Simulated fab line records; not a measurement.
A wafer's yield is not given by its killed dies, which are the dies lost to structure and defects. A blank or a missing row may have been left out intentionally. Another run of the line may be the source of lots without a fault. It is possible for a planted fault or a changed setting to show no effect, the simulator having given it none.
What tool caused it?	flow n5Finfet	24 lots with 72 wafers sampled at 5 steps, on a route of 1938 steps

## WHAT THE GAUGES SHOWED, per wafer
N5_BEOL_M2_OCD_MEAS_38. Usual: 54.9 nm for trenchDepthNm, sd 1.1.
lot	measured	on	trenchDepthNm (nm)	flag
L074	day 7 00:34	ocd-02	55.6 55.1 54.8	
L075	day 7 22:03	ocd-02	53.8 55.2 54.0	
L076	day 7 22:14	ocd-02	56.4 54.1 55.6	
L078	day 8 01:08	ocd-01	55.1 54.1 53.4	
L079	day 8 01:07	ocd-02	55.9 54.7 57.8	
L077	day 8 05:31	ocd-01	55.6 55.5 54.1	
L081	day 8 09:43	ocd-02	54.3 55.6 56.0	
L080	day 8 09:50	ocd-02	52.5 55.1 53.7	
L082	day 9 05:01	ocd-02	56.1 55.0 54.4	
L083	day 9 01:16	ocd-02	53.2 55.6 52.7	
L084	day 9 20:01	ocd-01	54.2 56.9 53.8	
L085	day 10 09:22	ocd-02	54.4 55.8 56.2	
L086	day 10 07:56	ocd-02	54.0 54.6 57.0	
L087	day 10 22:02	ocd-02	52.8 55.3 55.4	
L088	day 11 01:18	ocd-02	57.0 53.5 53.7	
L090	day 11 06:53	ocd-01	54.1 56.2 56.0	
L089	day 11 07:20	ocd-01	54.8 54.1 54.9	
L091	day 11 10:48	ocd-02	56.1 54.7 55.7	
L092	day 11 18:19	ocd-01	54.3 57.5 55.2	
L093	day 11 20:07	ocd-02	54.6 52.6 54.6	
L094	day 12 02:17	ocd-02	54.5 54.9 54.7	
L095	day 12 10:52	ocd-02	53.9 56.8 54.1	
L096	day 12 22:12	ocd-02	54.9 55.1 55.2	
L097	day 13 01:19	ocd-02	54.4 53.4 55.0	

N5_BEOL_M2_RS_MEAS_58: measures by four-point-probe. Usual: M2_RS 0.69 ohm/sq, standard deviation 0.042.
lot	measured	on	M2_RS (ohm/sq)	flag
L074	day 7 07:15	filmMetro-01	0.66 0.68 0.71	
L075	day 8 01:56	filmMetro-02	0.71 0.63 0.70	
L076	day 8 03:54	filmMetro-01	0.63 0.72 0.62	
L078	day 8 06:08	filmMetro-01	0.69 0.62 0.72	
L079	day 8 05:56	filmMetro-02	0.66 0.65 0.62	
L077	day 8 09:45	filmMetro-02	0.65 0.64 0.67	
L081	day 8 13:31	filmMetro-02	0.69 0.66 0.67	
L080	day 8 15:13	filmMetro-02	0.78 0.67 0.66	
L082	day 9 09:38	filmMetro-02	0.66 0.74 0.75	
L083	day 9 06:35	filmMetro-02	0.81 0.69 0.74	
L084	day 10 00:37	filmMetro-02	0.72 0.68 0.70	
L085	day 10 15:14	filmMetro-01	0.75 0.69 0.67	
L086	day 10 12:35	filmMetro-02	0.73 0.65 0.63	
L087	day 11 02:16	filmMetro-02	0.70 0.72 0.66	
L088	day 11 05:38	filmMetro-02	0.63 0.72 0.80	
L090	day 11 10:48	filmMetro-01	0.71 0.67 0.66	
L089	day 11 11:43	filmMetro-01	0.76 0.71 0.70	
L091	day 11 15:41	filmMetro-02	0.67 0.66 0.62	
L092	day 11 23:20	filmMetro-02	0.68 0.61 0.69	
L093	day 12 00:36	filmMetro-02	0.64 0.74 0.67	
L094	day 12 06:29	filmMetro-01	0.69 0.71 0.68	
L095	day 12 15:18	filmMetro-02	0.75 0.69 0.69	
L096	day 13 02:01	filmMetro-01	0.66 0.70 0.69	
L097	day 13 05:38	filmMetro-02	0.66 0.75 0.72	

## EACH LOT AND THE TOOL THAT RAN IT (in order: tool; ch and the chambers of the sampled wafers; start)
lot	N5_BEOL_M2_ALD_98	N5_BEOL_M2_PRE_CLEAN_45	N5_BEOL_M2_CMP_52
L074	aldSin-02 ch 0,1, day 6 16:59	pvdSputter-01, day 7 01:08	cmp-03 ch 1,2, day 7 06:41
L075	aldSin-02 ch 0,1,3, day 7 01:42	pvdSputter-02, day 7 22:25	cmp-01 ch 0,1,3, day 8 01:30
L076	aldSin-02 ch 0,1, day 7 07:50	pvdSputter-03, day 7 22:31	cmp-01 ch 0,2,3, day 8 03:27
L078	aldSin-01 ch 1,2, day 7 21:00	pvdSputter-01, day 8 01:56	cmp-02 ch 1,2,3, day 8 05:35
L079	aldSin-04 ch 1,2,3, day 7 23:12	pvdSputter-01, day 8 01:49	cmp-01 ch 0,2,3, day 8 05:25
L077	aldSin-04 ch 0,2, day 8 03:51	pvdSputter-01, day 8 06:02	cmp-01 ch 0,1,2, day 8 09:14
L081	aldSin-01 ch 0,3, day 8 06:46	pvdSputter-03, day 8 10:06	cmp-03 ch 1,2, day 8 12:58
L080	aldSin-02 ch 0,1,3, day 8 06:46	pvdSputter-03, day 8 10:11	cmp-02 ch 0,2,3, day 8 14:28
L082	aldSin-04 ch 0,2,3, day 8 22:49	pvdSputter-03, day 9 05:42	cmp-03 ch 0,1, day 9 09:07
L083	aldSin-04 ch 0,2,3, day 8 22:55	pvdSputter-02, day 9 01:50	cmp-03 ch 0,1,2, day 9 06:03
L084	aldSin-04 ch 2,3, day 9 12:54	pvdSputter-01, day 9 20:22	cmp-03 ch 0,1, day 10 00:02
L085	aldSin-04 ch 0,3, day 9 22:09	pvdSputter-01, day 10 11:36	cmp-03 ch 1,2,3, day 10 14:38
L086	aldSin-04 ch 0,1,2, day 9 22:23	pvdSputter-03, day 10 08:52	cmp-01 ch 1,2,3, day 10 12:01
L087	aldSin-01 ch 0,2,3, day 10 21:02	pvdSputter-03, day 10 22:44	cmp-01 ch 1,2,3, day 11 01:41
L088	aldSin-04 ch 1,2,3, day 10 23:27	pvdSputter-01, day 11 01:53	cmp-02 ch 0,2,3, day 11 05:03
L090	aldSin-04 ch 0,1,3, day 11 00:52	pvdSputter-03, day 11 07:16	cmp-02 ch 0,1, day 11 10:17
L089	aldSin-04 ch 1,3, day 11 00:58	pvdSputter-03, day 11 07:55	cmp-01 ch 2,3, day 11 11:09
L091	aldSin-01 ch 0,2,3, day 11 03:39	pvdSputter-01, day 11 11:50	cmp-02 ch 1,2,3, day 11 15:05
L092	aldSin-04 ch 2,3, day 11 13:24	pvdSputter-01, day 11 19:31	cmp-03 ch 1,2,3, day 11 22:49
L093	aldSin-01 ch 0,1, day 11 13:59	pvdSputter-02, day 11 20:42	cmp-01 ch 1,2, day 12 00:05
L094	aldSin-04 ch 0,3, day 11 21:34	pvdSputter-03, day 12 02:55	cmp-01 ch 1,2,3, day 12 05:51
L095	aldSin-02 ch 0,1,2, day 12 09:42	pvdSputter-01, day 12 11:21	cmp-03 ch 0,1,2, day 12 14:34
L096	aldSin-02 ch 0,3, day 12 20:03	pvdSputter-01, day 12 22:36	cmp-02 ch 1,2,3, day 13 01:31
L097	aldSin-01 ch 1,2, day 12 22:46	pvdSputter-01, day 13 01:58	cmp-02 ch 2,3, day 13 05:04
- N5_BEOL_M2_ALD_98: deposits SiO2, target thk 2.5 nm, pulse time 1 s, co reactant pulse time 1 s.
- N5_BEOL_M2_PRE_CLEAN_45: time 30 s.
- N5_BEOL_M2_CMP_52: polishes, stops on SiOC, t overpolish 6.8 s, target thk 40 nm.

## WHAT THE TOOLS THEMSELVES READ (means of the sampled wafers that have a number; where no wafer has one, the mark that the record gives instead)
N5_BEOL_M2_ALD_98. Usual: heaterPowerOuterW 37 W, standard deviation 4.1; heaterPowerW 73 W, standard deviation 6.7; precursorPulseHeightRel 0.997, standard deviation 0.018.
lot	tool	heaterPowerOuterW (W)	heaterPowerW (W)	precursorPulseHeightRel	flag
L074	aldSin-02	40	75	0.997	
L075	aldSin-02	42	78	1.004	
L076	aldSin-02	39	74	1.008	
L078	aldSin-01	40	79	1.003	
L079	aldSin-04	35	71	0.987	
L077	aldSin-04	34	66	0.994	
L081	aldSin-01	39	75	0.975	
L080	aldSin-02	42	78	1.004	
L082	aldSin-04	33	67	0.998	
L083	aldSin-04	33	68	1.019	
L084	aldSin-04	34	69	1.002	
L085	aldSin-04	32	64	1.000	
L086	aldSin-04	36	72	0.988	
L087	aldSin-01	39	76	0.994	
L088	aldSin-04	35	71	1.008	
L090	aldSin-04	34	68	0.997	
L089	aldSin-04	33	68	0.985	
L091	aldSin-01	40	76	0.990	
L092	aldSin-04	34	69	1.000	
L093	aldSin-01	39	74	0.996	
L094	aldSin-04	31	63	0.995	
L095	aldSin-02	40	77	1.015	
L096	aldSin-02	45	84	0.999	
L097	aldSin-01	39	77	1.006	

N5_BEOL_M2_PRE_CLEAN_45. Usual: 337 W for heaterPowerW, sd 36.
lot	tool	heaterPowerW (W)	flag
L074	pvdSputter-01	356	
L075	pvdSputter-02	318	
L076	pvdSputter-03	318	
L078	pvdSputter-01	330	
L079	pvdSputter-01	310	
L077	pvdSputter-01	362	
L081	pvdSputter-03	321	
L080	pvdSputter-03	318	
L082	pvdSputter-03	327	
L083	pvdSputter-02	335	
L084	pvdSputter-01	332	
L085	pvdSputter-01	331	
L086	pvdSputter-03	324	
L087	pvdSputter-03	330	
L088	pvdSputter-01	367	
L090	pvdSputter-03	328	
L089	pvdSputter-03	320	
L091	pvdSputter-01	351	
L092	pvdSputter-01	324	
L093	pvdSputter-02	311	
L094	pvdSputter-03	319	
L095	pvdSputter-01	351	
L096	pvdSputter-01	367	
L097	pvdSputter-01	364	

N5_BEOL_M2_CMP_52. Usual: barrierFieldEndpointS 24.7 s, standard deviation 0.82; motorCurrentA 5.9 A, standard deviation 0.57; overpolishRunS 6.800 s, standard deviation 0.0096; timeToEndpointS 62 s, standard deviation 4.1.
lot	tool	barrierFieldEndpointS (s)	motorCurrentA (A)	overpolishRunS (s)	timeToEndpointS (s)	flag
L074	cmp-03	24.5	6.6	6.807	59	
L075	cmp-01	25.2	6.3	6.789	64	
L076	cmp-01	25.4	6.0	6.796	66	
L078	cmp-02	24.5	5.5	6.797	61	
L079	cmp-01	25.7	6.1	6.806	66	
L077	cmp-01	24.7	6.3	6.787	64	
L081	cmp-03	24.9	6.5	6.800	63	
L080	cmp-02	24.2	5.6	6.806	64	
L082	cmp-03	23.7	6.2	6.802	58	
L083	cmp-03	24.1	6.2	6.797	56	
L084	cmp-03	24.6	6.5	6.800	61	
L085	cmp-03	24.9	6.3	6.797	61	
L086	cmp-01	25.0	5.8	6.792	64	
L087	cmp-01	24.4	5.9	6.796	65	
L088	cmp-02	24.7	5.5	6.791	61	
L090	cmp-02	24.4	5.8	6.807	61	
L089	cmp-01	24.4	6.0	6.799	61	
L091	cmp-02	23.8	5.3	6.791	60	
L092	cmp-03	24.8	6.3	6.796	62	
L093	cmp-01	25.2	6.0	6.800	63	
L094	cmp-01	24.8	5.8	6.794	62	
L095	cmp-03	23.4	6.1	6.808	56	
L096	cmp-02	24.4	5.4	6.805	63	
L097	cmp-02	25.0	5.3	6.800	63	

## THE ANSWER, worked out from the rows above alone
Rule: a lot is off if the mean of its wafers that have a number lies more than 3 standard deviations from the usual mean. Also off: a lot with no number at a reading for which 4 or more lots have one. Where the step has rows for the other lots, those lots are counted as sound. After the gauges, taken in route order, come the tools' own readings; for these a lot's mean is taken, as printed above. At the first step where some lot is off, the reading lying furthest off is the one used; lots without a number count as furthest.
No lot is off on any of the readings shown, so nothing can be concluded from this.

## WHAT THE SIMULATOR PUT IN
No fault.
